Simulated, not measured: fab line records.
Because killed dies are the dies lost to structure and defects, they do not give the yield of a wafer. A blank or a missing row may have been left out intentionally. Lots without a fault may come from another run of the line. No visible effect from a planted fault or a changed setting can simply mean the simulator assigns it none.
fab line records	flow nand-harc	part 2 of 2: steps 5 to 6 of 6
[record] lots = 23	wafers = 69	last-day = 34
route steps=1302 shown A_STAIRCASE@681
lots that met no fault: from a run of the same line without faults
start-h: the number of hours between the record's first day and the start of the first shown wafer of the lot	wait-h: hours elapsed since this lot's preceding step	" identical to the entry in the row above	L1.1+2: a row that stands for several wafers	- no value, or no start given	* or withheld: withheld	< > ~ a bound
route shown NAME@n: names a module that has steps shown in the file, with the first one's number in the route	usual: mean and standard deviation over wafers with no fault	same: alike in all rows	chamber/n: place in a boat	sites: per-site readings	_std_site: standard deviation of those values	_edge_site: inner sites' mean taken away from outer sites' mean	radius-mm: how far each site lies from the wafer's centre	mask NAME#n: copy n	behind: tool/chamber where the wafer was last shaped	hold: cause of the lot's hold/its duration in hours/its outcome	device: the transistor (n, p or np) that didn't switch	end of line: the route-end tests of the same wafers	a step without rows: its recipe alone	killed: the dies lost at the first sort to structure and to defects; this is not the yield of the wafer	map: the dies of a wafer, with x for killed, . for not killed, _ for no die there
set.NAME: setting as actually run; set.NAME@STEP: the setting as run at that earlier step	model.NAME: the simulator's own value behind a step, which no gauge read
a sample of lots followed through the steps of the route, with each step as a table and each wafer as a row
services: a tool's chamber out of use, with start hour (start-h, from the record's first day; less than 0 if before it), hours out, and reason
[[steps]]
[step NHARC_A_STAIRCASE_TRIM_200]
[recipe] time-s = 211.2	o2-flow-sccm = 500	ar-flow-sccm = 0	bias-w = 0	chemistry = O2
[usual] drypump-motor-current-A = 5.6/0.51	oes-product-au = 1.002/0.011	rf-vpp-V = 57.8/0.86	showerhead-plenum-p-Torr = 3.51/0.16	throttle-valve-pct = 17.037/0.0094
lot.wafer	tool	chamber	start-h	wait-h	drypump-motor-current-A	oes-product-au	rf-hours-counter-h	rf-vpp-V	showerhead-plenum-p-Torr	throttle-valve-pct
L074.1	rie-diel-01	3	-	-	5.0	0.981	50	56.5	3.38	17.051
L074.6	"	1	"	"	6.0	0.996	-	58.0	3.49	17.020
L074.5	"	2	"	"	5.4	0.982	-	58.8	3.32	17.028
L075.2	rie-diel-03	1	-	-	6.3	0.995	20	58.6	3.64	17.038
L075.1	"	0	"	"	4.9	1.008	19	57.2	3.48	17.037
L075.6	"	1	"	"	6.3	0.991	-	58.5	3.64	17.048
L076.2	rie-diel-01	1	-	-	6.0	1.006	61	56.7	3.49	17.035
L076.4	"	2	"	"	5.5	0.995	62	57.2	3.32	17.021
L076.5	"	0	"	"	5.1	0.999	-	57.7	3.74	17.023
L077.1	rie-diel-03	1	-	-	6.3	1.005	29	56.5	3.64	17.039
L077.3	"	2	"	"	6.2	1.005	25	56.7	3.28	17.025
L077.6	"	1	"	"	6.4	1.002	-	57.7	3.64	17.052
L078.3	rie-diel-03	2	-	-	6.2	1.012	30	57.6	3.28	17.020
L078.4	"	0	"	"	4.8	1.013	31	57.5	3.48	17.033
L078.6	"	3	"	"	5.8	1.016	-	57.5	3.49	17.036
L080.3	rie-diel-03	0	-	-	4.8	0.997	33	57.6	3.47	17.046
L080.4	"	1	"	"	6.3	1.004	36	60.0	3.63	17.034
L080.5	"	3	"	"	5.8	1.017	-	57.8	3.49	17.029
L079.2	rie-diel-01	2	-	-	5.4	1.010	12	57.3	3.31	17.052
L079.6	"	2	"	"	5.4	1.007	-	56.9	3.31	17.026
L079.4	"	3	"	"	5.0	0.994	-	58.8	3.37	17.034
L081.2	rie-diel-01	0	-	-	5.2	1.000	14	58.4	3.73	17.037
L081.1	"	1	"	"	6.0	1.009	15	58.1	3.48	17.042
L081.6	"	3	"	"	4.9	0.979	-	57.6	3.36	17.024
L082.1	rie-diel-01	0	-	-	5.1	1.002	17	58.5	3.73	17.031
L082.2	"	1	"	"	6.1	1.021	18	56.4	3.48	17.047
L082.6	"	1	"	"	6.1	1.006	-	58.4	3.47	17.048
L083.4	rie-diel-01	3	-	-	4.9	0.980	23	57.1	3.36	17.039
L083.3	"	2	"	"	5.5	0.986	24	57.7	3.30	17.038
L083.5	"	3	"	"	5.0	0.994	-	58.3	3.36	17.042
L085.2	rie-diel-07	0	-	-	5.9	0.992	45	58.5	3.74	17.017
L085.5	"	3	"	"	5.9	1.012	-	57.6	3.71	17.039
L085.6	"	0	"	"	5.9	0.985	-	59.7	3.74	17.042
L084.3	rie-diel-01	0	-	-	5.1	1.006	28	60.0	3.72	17.019
L084.2	"	1	"	"	6.0	1.012	28	58.6	3.47	17.044
L084.5	"	3	"	"	5.0	0.991	-	56.4	3.35	17.028
L086.3	rie-diel-01	0	-	-	5.1	1.006	31	57.4	3.72	17.028
L086.4	"	3	"	"	5.0	0.985	34	58.4	3.35	17.029
L086.5	"	0	"	"	5.1	1.004	-	58.3	3.72	17.029
L088.2	rie-diel-07	0	-	-	5.9	0.988	5	57.4	3.74	17.054
L088.3	"	1	"	"	5.4	1.002	5	57.1	3.29	17.056
L088.5	"	2	"	"	5.9	1.010	-	59.5	3.62	17.025
L087.1	rie-diel-01	1	-	-	6.0	1.014	36	59.1	3.47	17.034
L087.2	"	3	"	"	5.0	1.004	38	57.0	3.35	17.049
L087.5	"	1	"	"	6.1	1.014	-	59.5	3.47	17.033
L089.2	rie-diel-03	1	-	-	6.3	1.003	10	58.5	3.62	17.034
L089.4	"	2	"	"	6.2	0.985	13	58.8	3.80	17.030
L089.6	"	0	"	"	4.8	1.001	-	57.8	3.46	17.041
L090.3	rie-diel-01	2	-	-	5.4	1.005	46	58.3	3.29	17.048
L090.1	"	0	"	"	5.1	0.993	41	58.1	3.72	17.030
L090.6	"	2	"	"	5.4	1.003	-	57.5	3.29	17.026
L093.1	rie-diel-03	0	-	-	4.8	0.997	26	57.9	3.45	17.028
L093.3	"	3	"	"	5.8	1.027	24	58.1	3.47	17.018
L093.6	"	0	"	"	4.8	0.991	-	56.7	3.45	17.039
L092.1	rie-diel-01	0	-	-	5.2	1.002	50	57.4	3.71	17.049
L092.3	"	1	"	"	6.0	0.995	54	57.5	3.46	17.040
L092.6	"	0	"	"	5.1	0.997	-	58.3	3.71	17.040
L094.1	rie-diel-03	1	-	-	6.3	1.005	25	58.1	3.61	17.042
L094.4	"	2	"	"	6.2	0.979	34	57.5	3.79	17.039
L094.5	"	2	"	"	6.2	0.989	-	59.1	3.79	17.026
L095.3	rie-diel-03	0	-	-	4.8	1.007	32	57.8	3.45	17.036
L095.1	"	1	"	"	6.3	1.012	28	56.7	3.61	17.033
L095.6	"	0	"	"	4.8	1.001	-	56.5	3.45	17.050
L096.2	rie-diel-03	3	-	-	5.8	1.024	38	57.9	3.47	17.039
L096.4	"	0	"	"	4.9	0.994	40	57.4	3.44	17.016
L096.6	"	2	"	"	6.2	1.002	-	59.1	3.78	17.031
L097.3	rie-diel-07	0	-	-	5.9	0.984	45	58.5	3.72	17.050
L097.1	"	1	"	"	5.4	0.992	38	58.0	3.27	17.056
L097.5	"	2	"	"	5.9	0.996	-	58.4	3.60	17.021
[step NHARC_A_STAIRCASE_ETCH_221]
[recipe] target-depth-a = 1000	time-s = 40.5	ion-energy-ev = 400	c4f8-flow-sccm = 20	o2-flow-sccm = 10	ar-flow-sccm = withheld	rf-w = 600	bias-w = 1000	chemistry = C4F8/O2
[usual] oes-product-au = 0.948/0.017	rf-vpp-V = 896/6
lot.wafer	tool	chamber	start-h	wait-h	oes-product-au	rf-hours-counter-h	rf-vpp-V
L074.1	rie-diel-03	3	-	-	0.951	17	895
L074.5	"	2	"	"	0.934	-	887
L074.6	"	3	"	"	0.957	-	895
L075.1	rie-diel-07	3	-	-	0.970	20	902
L075.2	"	1	"	"	0.951	21	888
L075.6	"	3	"	"	0.975	-	901
L076.2	rie-diel-03	1	-	-	0.948	26	900
L076.5	"	1	"	"	0.943	-	900
L076.4	"	3	"	"	0.950	-	893
L077.1	rie-diel-01	3	-	-	0.958	3	890
L077.3	"	2	"	"	0.954	3	887
L077.6	"	3	"	"	0.969	-	890
L078.3	rie-diel-07	2	-	-	0.938	32	900
L078.4	"	1	"	"	0.928	32	888
L078.6	"	3	"	"	0.943	-	903
L080.4	rie-diel-07	2	-	-	0.968	34	901
L080.3	"	3	"	"	0.978	31	901
L080.5	"	2	"	"	0.957	-	900
L079.2	rie-diel-07	1	-	-	0.953	35	887
L079.4	"	2	"	"	0.970	36	900
L079.6	"	3	"	"	0.966	-	903
L081.2	rie-diel-01	2	-	-	0.942	17	888
L081.1	"	0	"	"	0.944	15	902
L081.6	"	2	"	"	0.933	-	888
L082.2	rie-diel-03	0	-	-	0.948	46	894
L082.1	"	2	"	"	0.955	43	887
L082.6	"	0	"	"	0.953	-	894
L083.4	rie-diel-01	0	-	-	0.931	22	903
L083.3	"	2	"	"	0.934	25	888
L083.5	"	1	"	"	0.936	-	894
L085.2	rie-diel-01	2	-	-	0.929	31	888
L085.5	"	2	"	"	0.927	-	887
L085.6	"	3	"	"	0.928	-	889
L084.3	rie-diel-01	0	-	-	0.972	29	902
L084.2	"	1	"	"	0.954	29	894
L084.5	"	1	"	"	0.966	-	894
L086.3	rie-diel-03	2	-	-	0.936	10	906
L086.4	"	2	"	"	0.942	-	907
L086.5	"	3	"	"	0.988	-	893
L088.3	rie-diel-01	1	-	-	0.939	37	895
L088.2	"	2	"	"	0.945	40	885
L088.5	"	0	"	"	0.933	-	902
L087.1	rie-diel-03	1	-	-	0.930	9	900
L087.2	"	3	"	"	0.947	9	894
L087.5	"	2	"	"	0.925	-	906
L089.2	rie-diel-01	3	-	-	0.955	40	888
L089.4	"	2	"	"	0.983	42	889
L089.6	"	3	"	"	0.950	-	890
L090.1	rie-diel-01	1	-	-	0.938	42	894
L090.3	"	0	"	"	0.929	42	902
L090.6	"	2	"	"	0.927	-	887
L093.1	rie-diel-03	1	-	-	0.939	22	898
L093.3	"	0	"	"	0.932	26	893
L093.6	"	2	"	"	0.924	-	906
L092.3	rie-diel-07	0	-	-	0.940	26	903
L092.1	"	3	"	"	0.964	26	903
L092.6	"	2	"	"	0.936	-	900
L094.4	rie-diel-03	0	-	-	0.943	29	892
L094.1	"	1	"	"	0.947	26	898
L094.5	"	2	"	"	0.935	-	905
L095.1	rie-diel-07	1	-	-	0.965	29	887
L095.3	"	2	"	"	0.933	35	899
L095.6	"	2	"	"	0.935	-	899
L096.4	rie-diel-03	3	-	-	0.947	38	895
L096.2	"	1	"	"	0.944	37	898
L096.6	"	3	"	"	0.953	-	893
L097.1	rie-diel-03	1	-	-	0.969	40	899
L097.3	"	2	"	"	0.931	47	907
L097.5	"	1	"	"	0.969	-	899
[[services]]
tool	chamber	start-h	hours	kind
rie-diel-03	0	339.42	-	clean
rie-diel-03	1	339.42	-	clean
rie-diel-03	2	339.42	-	clean
rie-diel-03	3	339.42	-	clean
rie-diel-01	0	358.28	6.1	repair
rie-diel-03	0	363.92	-	clean
rie-diel-03	1	363.92	-	clean
rie-diel-03	2	363.92	-	clean
rie-diel-03	3	363.92	-	clean
rie-diel-07	-	372.59	1.2	repair
rie-diel-03	2	375.34	13.8	repair
rie-diel-01	-	381.53	9.0	pm
rie-diel-07	3	384.62	2.5	repair
rie-diel-03	0	388.42	-	clean
rie-diel-03	1	388.42	-	clean
rie-diel-01	3	410.09	2.7	repair
rie-diel-01	0	414.14	6.5	repair
rie-diel-03	3	455.41	17.4	repair
rie-diel-03	-	458.34	9.0	pm
rie-diel-07	-	472.85	9.0	pm
rie-diel-03	1	476.61	8.3	repair
rie-diel-07	1	533.96	17.1	repair
rie-diel-01	-	558.53	9.0	pm
rie-diel-07	3	592.66	15.5	repair
